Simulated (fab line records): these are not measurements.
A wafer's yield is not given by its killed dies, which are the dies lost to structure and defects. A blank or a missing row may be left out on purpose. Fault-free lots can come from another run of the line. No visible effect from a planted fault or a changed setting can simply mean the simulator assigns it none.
A struck lot beside a sound one | flow n5_finfet | 14 out of 1938 route steps
Sound: wafers L894.2, L894.5, L894.6. Struck: wafers L884.1, L884.3, L884.5. The cause comes at the end.
At each step with rows: each side's tool, then ch and its chambers, then its first start. Under that, the readings that differ: sound wafers | struck wafers | difference of the means | sigmas: that difference in standard deviations of wafers without a fault.
alike: words and numbers the same on both sides, and readings whose means are apart by under 2 such deviations; not compared: readings that were withheld, readings missing a value for some wafer, numbers with overlapping values and no deviation given by the record, and bounds like >300 which may hide the same value.
The two part at a step that has a row with sigmas, a row that says differs or no value, or rows on one side only. Numbers that don't overlap but have no deviation are shown without sigmas and don't part them. A reading that every wafer of one side lacks parts them only if that side has two wafers or more.

first, 3 steps without rows for these wafers: N5_BEOL_M15_PEB_26 (peb time 90 s); N5_BEOL_M15_DEVELOP_27 (develop time 45 s); N5_BEOL_M15_HARDBAKE_32 (time 120 s).
N5_BEOL_M15_CD_MEAS_28: the cd target is 407.6 nm.
  sound on cd_sem-03 ch 0, day 16 02:52; struck on cd_sem-02 ch 0, day 12 20:46
  alike: cd_nm
N5_BEOL_M15_OVL_MEAS_29:
  sound on overlay-01 ch 0, day 16 02:53; struck on overlay-02 ch 0, day 12 20:47
  alike: M15_OVL
N5_BEOL_M15_INSPECT_30: inspects for defects (macro).
  sound: defect_inspect-01 at day 16 02:55; struck: defect_inspect-01 at day 12 20:49
  alike: raw_defect_count
N5_BEOL_M15_DESCUM_33: chemistry O2, time 7.9 s.
  sound on rie_diel-04 ch 1,2,3, day 16 02:57; struck on rie_diel-05 ch 1,2,3, day 12 20:51
  alike: drypump_motor_current_A, oes_product_au, rf_vpp_V, showerhead_plenum_p_Torr, throttle_valve_pct
  not compared: rf_hours_counter_h
N5_BEOL_M15_ETCH_61: etches BARC in N2/H2, target depth 89 nm, overetch 26.7 nm, time 67.9 s.
  sound on rie_diel-04 ch 1,2,3, day 16 02:59; struck on rie_diel-05 ch 1,2,3, day 12 20:53
  alike: drypump_motor_current_A, oes_product_au, rf_vpp_V, showerhead_plenum_p_Torr, throttle_valve_pct
  not compared: rf_hours_counter_h
N5_BEOL_M15_TRENCH_ETCH_34: etches SiO2 in C4F8/O2/Ar, target depth 872.93 nm, time 199 s.
  sound on rie_diel-04 ch 1,2,3, day 16 03:02; struck on rie_diel-05 ch 1,2,3, day 12 20:56
  alike: drypump_motor_current_A, oes_f_703_au, oes_o_777_au, oes_product_au, rf_vpp_V, showerhead_plenum_p_Torr, throttle_valve_pct
  not compared: rf_hours_counter_h
N5_BEOL_M15_STRIP_36: strips in O2.
  sound on rie_diel-05 ch 2,3, day 16 05:50; struck on rie_diel-03 ch 0,1,2, day 12 21:10
  alike: chamber_pressure_mTorr, drypump_motor_current_A, oes_product_au, rf_vpp_V, showerhead_plenum_p_Torr, throttle_valve_pct
  not compared: rf_hours_counter_h
N5_BEOL_M15_STRIP_62: strips in O2.
  sound: rie_diel-05 ch 2,3; struck: rie_diel-03 ch 0,1,2
  alike: chamber_pressure_mTorr, drypump_motor_current_A, oes_product_au, rf_vpp_V, showerhead_plenum_p_Torr, throttle_valve_pct
  not compared: rf_hours_counter_h
N5_BEOL_M15_STRIP_37: strips in O2.
  sound on rie_diel-05 ch 2,3, day 16 05:55; struck on rie_diel-03 ch 0,1,2, day 12 21:14
  reading                        | sound             | struck            | difference | sigmas
  chamber_pressure_mTorr (mTorr) | 30.02 30.01 29.99 | 38.99 38.97 39.01 | +8.98      | +99 or more
  alike: drypump_motor_current_A, oes_product_au, rf_vpp_V, showerhead_plenum_p_Torr, throttle_valve_pct
  not compared: rf_hours_counter_h
then, 1 step without rows for these wafers: N5_BEOL_M15_ETCH_38 (etches SiCN in CF4/N2, target depth 106.4 nm, time 120.5 s).
N5_PASSIVATION_PROBE_49:
  the record holds rows for the sound wafers here (prober-02, day 16 21:01) but none for the struck ones

## WHERE THEY PART
Earliest at N5_BEOL_M15_STRIP_37; latest, in this record, at N5_PASSIVATION_PROBE_49.

WHY: whatever the simulator had introduced
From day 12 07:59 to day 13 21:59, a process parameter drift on rie_diel-03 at N5_BEOL_M15_STRIP_37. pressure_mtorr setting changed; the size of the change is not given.
